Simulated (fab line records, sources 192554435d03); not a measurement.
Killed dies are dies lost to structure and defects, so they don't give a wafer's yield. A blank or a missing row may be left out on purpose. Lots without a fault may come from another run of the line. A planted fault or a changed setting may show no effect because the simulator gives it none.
fab line records | flow n5_finfet
record lots=24 wafers=72 last_day=22
route steps=1938 shown BEOL_M5@1137
lots that met no fault: from a run of the same line without faults
start_h: hours from the record's first day to the start of the lot's first wafer shown | wait_h: hours since the lot's step before | " the same as in the row above | L1.1+2: a row that stands for several wafers | - no value, or no start given | * or withheld: withheld | < > ~ a bound
route shown NAME@n: a module of which the file shows steps, and the number in the route of the first | usual: mean/standard deviation of fault-free wafers | same: alike in all rows | chamber/n: place in a boat | sites: the reading at each site | _std_site: their standard deviation | _edge_site: outer sites' mean less inner sites' | radius_mm: how far each site lies from the wafer's centre | mask NAME#n: copy n | behind: the tool/chamber that last shaped the wafer | hold: why the lot was held/for how many hours/how that ended | device: the transistor (n, p or np) that didn't switch | end of line: the same wafers' tests at the end of the route | a step without rows: its recipe alone | killed: dies lost to structure and defects at the first sort, not the wafer's yield | map: a wafer's dies, x killed, . not, _ none there
set.NAME: the setting as run; set.NAME@STEP: as run at that earlier step | model.NAME: the simulator's own value behind a step, which no gauge read
steps of the route over a sample of lots; a table a step, a row a wafer
services: from which hour (start_h, from the record's first day; less than 0 if before it) a tool's chamber was out of use, for how many hours, and why
## steps
# step N5_BEOL_M5_STRIP_19
# recipe chemistry=O2 power_w=400 temp_c=40 pressure_mtorr=30 rf_frequency_hz=6e+07 bias_power_w=0 overash_fraction=0.2 o2_flow_sccm=225
# usual drypump_motor_current_A=5.9/0.37 o2_flow_sccm=224.9/0.69 oes_product_au=0.82/0.072 rf_vpp_V=3.7/0.53 showerhead_plenum_p_Torr=2.10/0.069 throttle_valve_pct=16.64/0.19
# columns lot.wafer tool chamber start_h wait_h drypump_motor_current_A o2_flow_sccm oes_product_au rf_hours_counter_h rf_vpp_V showerhead_plenum_p_Torr throttle_valve_pct
L074.1 rie_diel-01 1 199.84 0.1 5.6 225.5 0.71 244 2.7 1.98 16.97
L074.3 " 0 " " 5.4 225.0 0.92 17 3.3 2.06 16.58
L074.5 " 3 " " 6.1 224.2 0.90 - 3.2 2.14 16.49
L075.2 rie_diel-01 3 213.96 0.3 6.0 224.5 0.89 39 4.4 2.14 16.49
L075.4 " 1 " " 5.6 224.5 0.71 247 3.7 1.98 16.97
L075.5 " 3 " " 6.0 224.6 0.88 - 4.2 2.14 16.51
L077.1 rie_diel-06 2 223.08 0.1 5.5 226.5 0.79 119 4.5 2.11 16.60
L077.4 " 1 " " 6.3 225.1 0.92 25 3.5 2.05 16.67
L077.6 " 0 " " 6.5 225.7 0.75 - 3.8 2.19 16.69
L076.4 rie_diel-06 2 231.68 0.1 5.5 225.4 0.78 122 3.6 2.11 16.61
L076.5 " 1 " " 6.3 225.8 0.91 - 3.9 2.05 16.64
L076.6 " 2 " " 5.5 225.4 0.78 - 4.0 2.11 16.60
L078.4 rie_diel-06 0 242.04 0.1 6.5 224.6 0.76 163 3.3 2.19 16.69
L078.5 " 1 " " 6.3 225.4 0.92 - 3.0 2.05 16.66
L078.6 " 2 " " 5.5 225.4 0.78 - 2.4 2.11 16.62
L079.1 rie_diel-03 0 253.51 0.1 6.0 225.5 0.84 61 3.6 2.05 16.82
L079.3 " 3 " " 6.2 225.3 0.79 117 4.5 2.02 16.50
L079.4 " 2 " " 5.8 223.9 0.81 74 3.3 2.12 16.63
L080.3 rie_diel-03 0 259.83 0.1 6.0 225.8 0.85 62 3.3 2.05 16.83
L080.4 " 3 " " 6.1 226.1 0.80 118 3.4 2.02 16.50
L080.5 " 1 " " 5.2 225.6 0.69 - 4.3 2.15 16.58
L081.1 rie_diel-01 0 292.79 0.1 5.4 224.8 0.87 44 3.8 2.05 16.64
L081.2 " 3 " " 6.1 224.3 0.86 61 3.5 2.13 16.55
L081.4 " 0 " " 5.4 223.9 0.88 - 4.3 2.05 16.62
L083.2 rie_diel-06 2 314.23 0.1 5.5 223.5 0.77 142 3.8 2.10 16.66
L083.3 " 0 " " 6.5 224.3 0.74 180 3.8 2.18 16.74
L083.4 " 0 " " 6.5 224.5 0.75 - 2.8 2.18 16.72
L084.4 rie_diel-06 0 324.90 0.1 6.5 225.2 0.74 182 3.5 2.18 16.73
L084.5 " 2 " " 5.5 224.7 0.77 - 3.9 2.10 16.66
L084.6 " 1 " " 6.3 224.7 0.88 - 4.1 2.05 16.70
L085.1 rie_diel-03 3 327.66 0.2 6.2 224.4 0.77 140 4.1 2.01 16.52
L085.2 " 1 " " 5.2 224.6 0.98 2 3.3 2.15 16.15
L085.6 " 0 " " 6.0 224.7 0.83 - 2.7 2.05 16.86
L086.3 rie_diel-03 2 339.86 0.1 5.9 223.0 0.78 99 3.5 2.11 16.67
L086.5 " 3 " " 6.2 225.1 0.77 - 4.3 2.01 16.56
L086.6 " 0 " " 6.0 224.8 0.82 - 3.6 2.04 16.86
L087.2 rie_diel-03 1 350.14 0.1 5.2 224.6 0.95 8 3.5 2.14 16.15
L087.4 " 2 " " 5.9 224.1 0.78 101 3.6 2.11 16.67
L087.6 " 2 " " 5.8 224.0 0.78 - 3.8 2.11 16.66
L090.3 rie_diel-06 2 354.02 0.1 5.5 225.8 0.76 151 4.2 2.10 16.66
L090.5 " 3 " " 5.8 225.0 0.94 - 3.3 2.23 16.16
L090.6 " 0 " " 6.5 225.6 0.73 - 4.2 2.18 16.74
L088.2 rie_diel-06 1 358.25 0.1 6.3 226.1 0.87 50 4.2 2.04 16.69
L088.5 " 1 " " 6.3 226.6 0.87 - 3.5 2.04 16.69
L088.6 " 0 " " 6.5 224.6 0.73 - 3.9 2.18 16.76
L097.3 rie_diel-01 3 368.56 0.1 6.1 225.1 0.84 77 2.7 2.13 16.58
L097.4 " 0 " " 5.4 225.1 0.86 60 3.3 2.04 16.65
L097.5 " 3 " " 6.0 225.1 0.85 - 3.4 2.13 16.59
L095.4 rie_diel-06 2 373.02 0.1 5.5 225.8 0.75 155 3.3 2.10 16.68
L095.5 " 1 " " 6.2 224.6 0.86 - 3.4 2.04 16.70
L095.6 " 2 " " 5.5 226.1 0.75 - 3.1 2.10 16.68
L091.1 rie_diel-06 1 380.16 0.1 6.3 225.4 0.87 55 4.0 2.04 16.71
L091.2 " 3 " " 5.8 223.6 0.93 13 3.0 2.23 16.15
L091.3 " 0 " " 6.5 225.8 0.73 194 4.6 2.18 16.77
L092.1 rie_diel-01 0 388.63 0.2 5.4 225.3 0.84 64 4.4 2.04 16.68
L092.2 " 3 " " 6.1 225.8 0.84 81 4.1 2.12 16.58
L092.5 " 1 " " 5.6 224.9 0.89 - 3.1 2.23 16.57
L094.1 rie_diel-01 2 395.77 0.1 5.7 225.0 0.77 123 4.3 2.11 16.94
L094.5 " 1 " " 5.6 224.7 0.89 - 4.4 2.23 16.58
L094.6 " 2 " " 5.7 224.5 0.77 - 3.2 2.11 16.94
L089.1 rie_diel-06 3 396.16 0.1 5.8 224.9 0.93 17 4.0 2.23 16.17
L089.2 " 2 " " 5.5 226.3 0.76 159 3.9 2.10 16.69
L089.3 " 0 " " 6.5 223.7 0.73 197 4.2 2.17 16.75
L093.1 rie_diel-01 2 396.19 0.1 5.7 223.8 0.77 123 2.9 2.11 16.95
L093.4 " 3 " " 6.1 225.1 0.83 83 3.3 2.12 16.58
L093.5 " 2 " " 5.7 223.3 0.77 - 3.6 2.11 16.95
L082.1 rie_diel-03 0 406.01 0.2 6.0 224.5 0.80 102 3.2 2.04 16.90
L082.3 " 2 " " 5.9 224.3 0.76 113 3.0 2.11 16.67
L082.6 " 0 " " 6.0 225.0 0.80 - 3.9 2.04 16.91
L096.3 rie_diel-01 1 406.24 0.1 5.6 225.5 0.89 37 2.9 2.23 16.59
L096.4 " 3 " " 6.1 224.6 0.83 87 3.3 2.12 16.59
L096.6 " 1 " " 5.6 225.7 0.89 - 3.5 2.23 16.61
# step N5_BEOL_M5_CD_MEAS_28
# recipe target_cd_nm=30.6 landing_energy_ev=500 detector=se_inlens target_cd_y_nm=20 polarity=opening
# usual cd_nm=30.63/0.23
# columns lot.wafer tool chamber start_h wait_h cd_nm
L074.1 cd_sem-02 0 203.05 - 30.44
L074.3 " 0 " " 30.57
L074.5 " 0 " " 30.59
L075.2 cd_sem-03 0 215.70 - 30.82
L075.4 " 0 " " 30.68
L075.5 " 0 " " 30.70
L077.1 cd_sem-03 0 224.62 - 30.28
L077.4 " 0 " " 30.15
L077.6 " 0 " " 30.27
L076.4 cd_sem-03 0 233.46 - 30.84
L076.5 " 0 " " 30.71
L076.6 " 0 " " 30.22
L078.4 cd_sem-03 0 243.98 - 30.74
L078.5 " 0 " " 30.35
L078.6 " 0 " " 30.43
L079.1 cd_sem-03 0 256.76 - 30.98
L079.3 " 0 " " 30.57
L079.4 " 0 " " 31.01
L080.3 cd_sem-03 0 262.33 - 30.49
L080.4 " 0 " " 30.31
L080.5 " 0 " " 30.09
L081.1 cd_sem-03 0 296.76 - 31.16
L081.2 " 0 " " 30.82
L081.4 " 0 " " 31.05
L083.2 cd_sem-01 0 317.63 - 30.58
L083.3 " 0 " " 30.36
L083.4 " 0 " " 30.48
L084.4 cd_sem-01 0 325.29 - 30.99
L084.5 " 0 " " 30.90
L084.6 " 0 " " 30.18
L085.1 cd_sem-01 0 330.25 - 30.33
L085.2 " 0 " " 30.92
L085.6 " 0 " " 30.52
L086.3 cd_sem-02 0 341.77 - 30.35
L086.5 " 0 " " 30.50
L086.6 " 0 " " 30.27
L087.2 cd_sem-02 0 352.14 - 30.32
L087.4 " 0 " " 30.72
L087.6 " 0 " " 30.73
L090.3 cd_sem-01 0 354.68 - 30.56
L090.5 " 0 " " 30.71
L090.6 " 0 " " 30.54
L088.2 cd_sem-02 0 360.35 - 30.77
L088.5 " 0 " " 30.35
L088.6 " 0 " " 30.56
L097.3 cd_sem-02 0 371.89 - 30.79
L097.4 " 0 " " 30.76
L097.5 " 0 " " 30.68
L095.4 cd_sem-02 0 375.34 - 30.96
L095.5 " 0 " " 30.84
L095.6 " 0 " " 30.93
L091.1 cd_sem-03 0 380.96 - 30.63
L091.2 " 0 " " 30.65
L091.3 " 0 " " 30.62
L092.1 cd_sem-02 0 389.14 - 30.61
L092.2 " 0 " " 30.77
L092.5 " 0 " " 30.89
L093.1 cd_sem-01 0 397.79 - 30.89
L093.4 " 0 " " 30.93
L093.5 " 0 " " 30.91
L094.1 cd_sem-03 0 397.97 - 30.56
L094.5 " 0 " " 30.70
L094.6 " 0 " " 31.00
L089.1 cd_sem-02 0 398.20 - 30.70
L089.2 " 0 " " 31.12
L089.3 " 0 " " 30.69
L082.1 cd_sem-03 0 408.11 - 30.55
L082.3 " 0 " " 30.56
L082.6 " 0 " " 30.60
L096.3 cd_sem-03 0 408.19 - 30.34
L096.4 " 0 " " 30.67
L096.6 " 0 " " 30.71
# step N5_BEOL_M5_ETCH_75
# recipe chemistry=N2/H2 target=underlayer target_depth_a=65 mask_material=CAR-EUV time_s=5.2 ion_energy_ev=200 pressure_mtorr=30 source_w=840 bias_w=150 n2_flow_sccm=200 h2_flow_sccm=200 ends=cleared
# usual drypump_motor_current_A=5.9/0.35 etch_rf_on_time_s=5.18/0.077 oes_product_au=0.70/0.059 rf_vpp_V=523.8/2.6 showerhead_plenum_p_Torr=2.54/0.083 throttle_valve_pct=17.83/0.2
# columns lot.wafer tool chamber start_h wait_h drypump_motor_current_A etch_rf_on_time_s oes_product_au rf_hours_counter_h rf_vpp_V showerhead_plenum_p_Torr throttle_valve_pct
L074.1 rie_diel-03 0 203.21 0.0 6.0 5.20 0.75 46 520.8 2.48 17.91
L074.3 " 2 " " 5.9 5.14 0.71 60 525.4 2.59 17.86
L074.5 " 0 " " 6.0 5.16 0.74 - 520.7 2.48 17.89
L075.2 rie_diel-01 3 216.40 0.0 6.1 5.13 0.77 40 525.0 2.60 17.70
L075.4 " 2 " " 5.7 5.29 0.68 84 526.3 2.57 18.10
L075.5 " 1 " " 5.6 5.28 0.60 - 520.6 2.40 18.26
L077.1 rie_diel-03 0 224.78 0.0 6.0 5.22 0.73 53 522.1 2.48 17.95
L077.4 " 1 " " 5.2 5.23 0.59 236 524.5 2.61 17.77
L077.6 " 3 " " 6.2 5.15 0.69 - 521.3 2.45 17.61
L076.4 rie_diel-01 3 233.62 0.0 6.1 5.05 0.75 - 525.3 2.59 17.72
L076.5 " 2 " " 5.7 5.17 0.68 - 524.2 2.57 18.09
L076.6 " 0 " " 5.4 5.15 0.76 - 522.1 2.49 17.77
L078.4 rie_diel-06 1 244.38 0.0 6.3 5.18 0.78 31 519.9 2.49 17.85
L078.5 " 2 " " 5.5 5.15 0.67 - 523.2 2.56 17.74
L078.6 " 3 " " 5.8 5.28 0.58 - 518.5 2.40 17.77
L079.1 rie_diel-01 0 256.91 0.0 5.4 5.11 0.75 33 523.1 2.49 17.82
L079.3 " 1 " " 5.6 5.14 0.83 2 525.8 2.72 17.84
L079.4 " 0 " " 5.4 5.08 0.76 - 522.0 2.49 17.81
L080.3 rie_diel-06 3 262.49 0.0 5.8 5.28 0.56 254 519.9 2.40 17.80
L080.4 " 1 " " 6.3 5.15 0.77 35 522.9 2.49 17.85
L080.5 " 3 " " 5.8 5.25 0.58 - 518.1 2.40 17.79
L081.1 rie_diel-03 0 296.91 0.0 6.0 5.14 0.71 70 522.4 2.47 17.99
L081.2 " 3 " " 6.2 5.24 0.67 127 520.0 2.44 17.64
L081.4 " 3 " " 6.2 5.18 0.68 - 519.8 2.44 17.64
L083.2 rie_diel-06 0 317.79 0.0 6.5 5.29 0.63 181 526.6 2.63 17.92
L083.3 " 1 " " 6.3 5.17 0.76 43 521.8 2.49 17.88
L083.4 " 2 " " 5.5 5.22 0.65 - 524.2 2.55 17.77
L084.4 rie_diel-06 3 325.44 0.0 5.8 5.15 0.84 1 527.8 2.72 17.35
L084.5 " 1 " " 6.3 5.13 0.75 - 521.8 2.49 17.88
L084.6 " 2 " " 5.5 5.14 0.65 - 523.8 2.55 17.76
L085.1 rie_diel-06 1 330.40 0.0 6.3 5.06 0.75 46 521.2 2.48 17.89
L085.2 " 0 " " 6.5 5.21 0.63 185 526.4 2.63 17.94
L085.6 " 1 " " 6.3 5.11 0.75 - 521.1 2.48 17.90
L086.3 rie_diel-06 2 342.05 0.0 5.5 5.20 0.65 149 523.4 2.55 17.75
L086.5 " 3 " " 5.8 5.19 0.81 - 528.8 2.71 17.35
L086.6 " 0 " " 6.5 5.34 0.62 - 526.2 2.63 17.93
L087.2 rie_diel-01 1 352.36 0.0 5.6 5.14 0.78 23 528.1 2.71 17.86
L087.4 " 3 " " 6.1 5.00 0.72 73 524.5 2.58 17.74
L087.6 " 3 " " 6.1 4.96 0.72 - 525.8 2.58 17.75
L090.3 rie_diel-01 1 354.83 0.0 5.7 5.15 0.78 24 530.0 2.71 17.87
L090.5 " 3 " " 6.1 5.05 0.72 - 522.9 2.58 17.74
L090.6 " 2 " " 5.7 5.23 0.66 - 524.3 2.56 18.14
L088.2 rie_diel-03 3 360.55 0.0 6.2 5.23 0.65 147 520.1 2.44 17.71
L088.5 " 0 " " 6.0 5.18 0.70 - 519.9 2.47 18.01
L088.6 " 3 " " 6.2 5.22 0.65 - 520.9 2.44 17.66
L097.3 rie_diel-03 0 372.05 0.0 6.0 5.11 0.70 93 522.2 2.47 17.99
L097.4 " 3 " " 6.2 5.12 0.65 150 519.6 2.43 17.68
L097.5 " 2 " " 5.9 5.06 0.67 - 521.1 2.57 17.93
L095.4 rie_diel-01 2 375.59 0.0 5.7 5.22 0.65 118 521.8 2.56 18.16
L095.5 " 3 " " 6.1 5.08 0.71 - 526.5 2.58 17.77
L095.6 " 0 " " 5.4 5.15 0.72 - 521.0 2.48 17.84
L091.1 rie_diel-03 0 381.21 0.0 6.0 5.27 0.68 96 522.6 2.46 17.97
L091.2 " 1 " " 5.2 5.32 0.79 15 525.8 2.60 17.39
L091.3 " 3 " " 6.2 5.29 0.65 152 522.1 2.43 17.70
L092.1 rie_diel-06 3 389.30 0.0 5.8 5.20 0.78 15 527.9 2.71 17.39
L092.2 " 2 " " 5.5 5.23 0.65 157 522.3 2.54 17.80
L092.5 " 1 " " 6.2 5.16 0.74 - 522.0 2.48 17.89
L093.1 rie_diel-01 1 398.02 0.0 5.6 5.27 0.74 34 527.4 2.70 17.90
L093.4 " 2 " " 5.7 5.25 0.65 124 525.1 2.56 18.19
L093.5 " 3 " " 6.1 5.13 0.71 - 523.5 2.58 17.76
L094.1 rie_diel-01 0 398.40 0.0 5.4 5.09 0.72 66 523.9 2.47 17.86
L094.5 " 2 " " 5.7 5.21 0.65 - 525.3 2.56 18.17
L094.6 " 1 " " 5.6 5.20 0.75 - 530.5 2.70 17.89
L089.1 rie_diel-03 0 398.78 0.0 6.0 5.20 0.68 100 519.5 2.46 18.00
L089.2 " 1 " " 5.2 5.17 0.79 19 525.1 2.60 17.40
L089.3 " 3 " " 6.2 5.20 0.64 157 524.6 2.43 17.70
L082.1 rie_diel-03 2 408.27 0.0 5.9 5.09 0.66 114 521.8 2.56 17.96
L082.3 " 1 " " 5.2 5.21 0.79 22 526.0 2.60 17.42
L082.6 " 0 " " 6.0 5.16 0.68 - 522.5 2.46 18.04
L096.3 rie_diel-01 0 408.55 0.0 5.4 5.19 0.70 70 521.7 2.47 17.86
L096.4 " 1 " " 5.6 5.25 0.76 37 528.9 2.70 17.89
L096.6 " 3 " " 6.1 5.04 0.71 - 524.2 2.58 17.79
# step N5_BEOL_M5_SPUTTER_81
# recipe material=Cu target_thk_a=150 temp_c=-20 chamber_pressure_pa=0.07 power_w=withheld time_s=27.62
# usual throttle_valve_pct=29.6/1.1
# columns lot.wafer tool chamber start_h wait_h throttle_valve_pct
L074.1 pvd_sputter-01 - 206.22 0.5 31.2
L074.3 " - " " 28.5
L074.5 " - " " 29.7
L075.2 pvd_sputter-02 - 219.39 0.5 30.2
L075.4 " - " " 28.6
L075.5 " - " " 28.5
L077.1 pvd_sputter-02 - 227.88 0.5 28.8
L077.4 " - " " 30.3
L077.6 " - " " 30.2
L076.4 pvd_sputter-02 - 236.69 0.5 28.6
L076.5 " - " " 28.6
L076.6 " - " " 31.3
L078.4 pvd_sputter-02 - 248.84 0.5 30.0
L078.5 " - " " 28.6
L078.6 " - " " 28.5
L079.1 pvd_sputter-02 - 260.12 0.5 30.3
L079.3 " - " " 28.7
L079.4 " - " " 28.7
L080.3 pvd_sputter-01 - 265.18 0.5 29.9
L080.4 " - " " 28.6
L080.5 " - " " 28.5
L081.1 pvd_sputter-02 - 299.56 0.5 30.8
L081.2 " - " " 30.0
L081.4 " - " " 28.6
L083.2 pvd_sputter-02 - 320.40 0.5 31.0
L083.3 " - " " 30.2
L083.4 " - " " 28.6
L084.4 pvd_sputter-01 - 328.16 0.5 31.3
L084.5 " - " " 31.3
L084.6 " - " " 29.4
L085.1 pvd_sputter-01 - 335.04 0.5 28.4
L085.2 " - " " 30.2
L085.6 " - " " 31.6
L086.3 pvd_sputter-01 - 344.93 0.5 29.8
L086.5 " - " " 31.4
L086.6 " - " " 28.6
L087.2 pvd_sputter-03 - 355.64 0.5 29.1
L087.4 " - " " 28.7
L087.6 " - " " 29.3
L090.3 pvd_sputter-02 - 358.70 0.5 28.6
L090.5 " - " " 28.5
L090.6 " - " " 31.2
L088.2 pvd_sputter-03 - 364.57 0.5 29.5
L088.5 " - " " 29.1
L088.6 " - " " 27.8
L097.3 pvd_sputter-02 - 374.85 0.5 28.4
L097.4 " - " " 28.7
L097.5 " - " " 30.3
L095.4 pvd_sputter-01 - 378.53 0.5 31.4
L095.5 " - " " 31.3
L095.6 " - " " 29.4
L091.1 pvd_sputter-03 - 384.08 0.5 29.3
L091.2 " - " " 28.3
L091.3 " - " " 28.9
L092.1 pvd_sputter-03 - 392.07 0.5 28.1
L092.2 " - " " 28.9
L092.5 " - " " 29.2
L093.1 pvd_sputter-01 - 400.87 0.5 31.3
L093.4 " - " " 28.7
L093.5 " - " " 28.3
L094.1 pvd_sputter-02 - 401.46 0.5 30.8
L094.5 " - " " 30.9
L094.6 " - " " 30.2
L089.1 pvd_sputter-03 - 401.79 0.5 28.1
L089.2 " - " " 29.1
L089.3 " - " " 28.9
L082.1 pvd_sputter-01 - 411.23 0.5 29.6
L082.3 " - " " 31.4
L082.6 " - " " 31.3
L096.3 pvd_sputter-02 - 411.36 0.5 28.9
L096.4 " - " " 28.9
L096.6 " - " " 30.0
# step N5_BEOL_M5_CO_CAP_78
# recipe material=Co target_thk_a=20 temp_c=200 precursor=CCTBA/H2 pressure_torr=30 time_s=102.1
# usual heater_power_w=247/23
# columns lot.wafer tool chamber start_h wait_h heater_power_w
L074.1 cvd_co-01 0 210.36 0.0 256
L074.3 " 1 " " 224
L074.5 " 1 " " 219
L075.2 cvd_co-02 0 223.57 0.0 272
L075.4 " 0 " " 271
L075.5 " 0 " " 274
L077.1 cvd_co-02 1 232.02 0.0 224
L077.4 " 0 " " 270
L077.6 " 1 " " 228
L076.4 cvd_co-02 0 240.85 0.0 275
L076.5 " 2 " " 267
L076.6 " 1 " " 223
L078.4 cvd_co-01 2 253.04 0.0 240
L078.5 " 1 " " 220
L078.6 " 0 " " 250
L079.1 cvd_co-02 0 264.25 0.0 278
L079.3 " 1 " " 227
L079.4 " 1 " " 228
L080.3 cvd_co-01 0 269.40 0.0 254
L080.4 " 2 " " 243
L080.5 " 0 " " 252
L081.1 cvd_co-02 2 303.69 0.0 277
L081.2 " 1 " " 225
L081.4 " 2 " " 283
L083.2 cvd_co-01 2 324.73 0.0 242
L083.3 " 0 " " 253
L083.4 " 1 " " 221
L084.4 cvd_co-01 1 332.32 0.0 221
L084.5 " 0 " " 256
L084.6 " 2 " " 244
L085.1 cvd_co-02 0 339.17 0.0 275
L085.2 " 2 " " 268
L085.6 " 1 " " 230
L086.3 cvd_co-01 0 349.11 0.1 249
L086.5 " 0 " " 250
L086.6 " 2 " " 242
L087.2 cvd_co-01 2 359.77 0.0 244
L087.4 " 1 " " 200
L087.6 " 0 " " 256
L090.3 cvd_co-02 0 363.01 0.0 266
L090.5 " 2 " " 271
L090.6 " 0 " " 265
L088.2 cvd_co-01 2 368.70 0.0 242
L088.5 " 0 " " 253
L088.6 " 1 " " 204
L095.4 cvd_co-02 2 382.70 0.0 273
L095.5 " 1 " " 229
L095.6 " 0 " " 266
L097.3 cvd_co-01 1 385.40 0.0 204
L097.4 " 0 " " 255
L097.5 " 2 " " 242
L091.1 cvd_co-01 0 388.21 0.0 260
L091.2 " 1 " " 209
L091.3 " 2 " " 240
L092.1 cvd_co-01 0 396.89 0.0 253
L092.2 " 1 " " 202
L092.5 " 2 " " 244
L093.1 cvd_co-02 0 405.01 0.0 265
L093.4 " 2 " " 273
L093.5 " 0 " " 271
L094.1 cvd_co-01 1 405.60 0.0 206
L094.5 " 0 " " 254
L094.6 " 2 " " 243
L089.1 cvd_co-02 1 405.93 0.0 229
L089.2 " 2 " " 276
L089.3 " 0 " " 269
L082.1 cvd_co-01 1 415.37 0.0 206
L082.3 " 2 " " 248
L082.6 " 2 " " 251
L096.3 cvd_co-02 0 415.49 0.0 267
L096.4 " 0 " " 273
L096.6 " 1 " " 226
# step N5_BEOL_M5_DEP_56
# recipe material=SiCN target_thk_a=80 temp_c=withheld precursor=3MS/NH3 pressure_torr=3 rf_w=202 time_s=14
# usual showerhead_plenum_p_Torr=3.663/0.01 throttle_valve_pct=9.0/0.41
# columns lot.wafer tool chamber start_h wait_h showerhead_plenum_p_Torr throttle_valve_pct
L074.1 pecvd-01 2 210.48 0.0 3.675 8.1
L074.3 " 1 " " 3.684 8.8
L074.5 " 0 " " 3.659 9.8
L075.2 pecvd-02 0 223.72 0.0 3.669 9.1
L075.4 " 1 " " 3.660 8.7
L075.5 " 2 " " 3.650 8.8
L077.1 pecvd-03 0 232.15 0.0 3.668 9.1
L077.4 " 1 " " 3.640 9.4
L077.6 " 0 " " 3.661 9.1
L076.4 pecvd-01 0 240.95 0.0 3.657 10.1
L076.5 " 1 " " 3.676 8.8
L076.6 " 2 " " 3.653 8.4
L078.4 pecvd-03 2 253.14 0.0 3.658 8.4
L078.5 " 0 " " 3.661 9.3
L078.6 " 1 " " 3.648 9.2
L079.1 pecvd-03 2 264.37 0.0 3.664 8.1
L079.3 " 1 " " 3.639 8.9
L079.4 " 0 " " 3.656 9.4
L080.3 pecvd-01 0 269.52 0.0 3.657 10.0
L080.4 " 1 " " 3.676 9.0
L080.5 " 0 " " 3.670 10.0
L081.1 pecvd-02 1 303.82 0.0 3.662 9.1
L081.2 " 2 " " 3.662 8.8
L081.4 " 1 " " 3.664 8.7
L083.2 pecvd-03 2 324.84 0.0 3.656 8.4
L083.3 " 1 " " 3.653 9.5
L083.4 " 0 " " 3.660 9.2
L084.4 pecvd-01 2 332.44 0.0 3.670 8.6
L084.5 " 1 " " 3.673 9.0
L084.6 " 2 " " 3.667 8.6
L085.1 pecvd-02 0 339.30 0.0 3.667 9.4
L085.2 " 1 " " 3.659 8.9
L085.6 " 0 " " 3.673 9.2
L086.3 pecvd-01 1 349.26 0.0 3.683 9.2
L086.5 " 2 " " 3.664 8.6
L086.6 " 1 " " 3.669 9.2
L087.2 pecvd-02 0 359.89 0.0 3.682 9.2
L087.4 " 1 " " 3.664 8.8
L087.6 " 2 " " 3.648 8.8
L090.3 pecvd-02 1 363.12 0.0 3.656 8.8
L090.5 " 2 " " 3.659 9.1
L090.6 " 1 " " 3.672 8.7
L088.2 pecvd-02 1 368.82 0.0 3.663 9.0
L088.5 " 0 " " 3.678 9.1
L088.6 " 2 " " 3.651 8.8
L095.4 pecvd-02 1 382.80 0.0 3.666 8.7
L095.5 " 0 " " 3.668 9.4
L095.6 " 2 " " 3.660 9.1
L097.3 pecvd-01 2 385.52 0.0 3.668 8.6
L097.4 " 2 " " 3.664 8.5
L097.5 " 1 " " 3.682 9.0
L091.1 pecvd-03 2 388.33 0.0 3.656 8.2
L091.2 " 0 " " 3.663 9.4
L091.3 " 1 " " 3.643 9.6
L092.1 pecvd-01 2 397.00 0.0 3.679 8.8
L092.2 " 0 " " 3.660 10.1
L092.5 " 1 " " 3.678 8.9
L093.1 pecvd-02 1 405.12 0.0 3.666 8.9
L093.4 " 1 " " 3.663 8.8
L093.5 " 0 " " 3.662 9.4
L094.1 pecvd-02 2 405.72 0.0 3.653 9.2
L094.5 " 1 " " 3.661 8.9
L094.6 " 0 " " 3.671 9.3
L089.1 pecvd-01 0 406.05 0.0 3.667 9.9
L089.2 " 2 " " 3.671 8.7
L089.3 " 1 " " 3.678 9.0
L082.1 pecvd-02 1 415.49 0.0 3.668 8.9
L082.3 " 2 " " 3.662 9.0
L082.6 " 1 " " 3.667 8.8
L096.3 pecvd-03 2 415.64 0.0 3.661 8.3
L096.4 " 0 " " 3.662 9.2
L096.6 " 0 " " 3.682 9.4
## services
# columns tool chamber start_h hours kind
pecvd-01 - 178.09 0.9 repair
rie_diel-01 0 189.86 5.1 repair
rie_diel-01 2 208.89 1.8 repair
cvd_co-02 2 218.39 6.0 repair
rie_diel-01 - 225.35 2.8 pm
rie_diel-01 1 228.66 - clean
rie_diel-01 1 228.66 - consumable_replace:focus_ring
rie_diel-01 1 228.66 - consumable_replace:showerhead
rie_diel-01 1 228.66 18.6 scheduled_down
cvd_co-02 2 254.09 5.8 repair
rie_diel-01 2 254.21 11.8 repair
cvd_co-02 - 264.61 6.9 pm
rie_diel-06 3 270.58 2.7 repair
pvd_sputter-03 - 273.75 1.9 repair
pecvd-02 0 274.67 30.8 repair
rie_diel-01 0 323.77 1.3 repair
pecvd-01 0 331.19 20.5 repair
pecvd-02 2 337.97 16.0 repair
cvd_co-02 - 339.38 2.6 repair
pecvd-02 2 355.96 3.8 repair
pecvd-01 - 367.97 1.2 repair
pvd_sputter-03 - 368.86 6.0 repair
cvd_co-02 - 368.89 6.0 pm
pecvd-01 - 402.06 1.0 repair
## key
fault none
